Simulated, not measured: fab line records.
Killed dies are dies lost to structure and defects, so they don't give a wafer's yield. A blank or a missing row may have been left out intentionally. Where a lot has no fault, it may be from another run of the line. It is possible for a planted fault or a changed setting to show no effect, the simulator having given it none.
What tool caused it? ; flow nandHarc ; 6 lots (18 wafers sampled), 1 step of a 1159-step route

WHAT THE GAUGES SHOWED, per wafer
NHARC_P_ZERO_WELL_CD_MEAS_11: the cd target is 500 nm.
lot;measured;on;cdNm (nm)
L338;day 2 01:08;cdSem-02;498.3 498.5 500.0
L345;day 3 19:07;cdSem-01;501.9 500.6 499.9
L347;day 4 07:14;cdSem-03;500.0 499.0 499.5
L352;day 5 13:07;cdSem-02;502.4 501.7 500.6
L355;day 6 07:15;cdSem-03;498.3 499.2 500.6
L357;day 6 19:14;cdSem-03;501.1 500.9 502.2

TOOL THAT RAN EACH LOT (tool first, then ch and the chambers of the sampled wafers, then the start)
Record: no process step prior to these readings.

THE ANSWER, worked out from the rows above alone
Rule: what is usual is taken from the lots themselves. Put in order of their means at a reading, lots are off if they are a third of the lots or fewer, leave a main group of 4 or more, and stand apart from it by a gap of 3 or more times the standard deviation of the main group's means; of several such gaps the widest counts. The tables above print the reading to a certain number of digits; a main group whose means all agree to those digits is not used. Also off: a lot with no number at a reading for which 4 or more lots have one. Where the step has rows for the other lots, those lots are counted as sound.
No lot is off on any of the readings shown, so nothing can be concluded from this.

WHAT THE SIMULATOR PUT IN
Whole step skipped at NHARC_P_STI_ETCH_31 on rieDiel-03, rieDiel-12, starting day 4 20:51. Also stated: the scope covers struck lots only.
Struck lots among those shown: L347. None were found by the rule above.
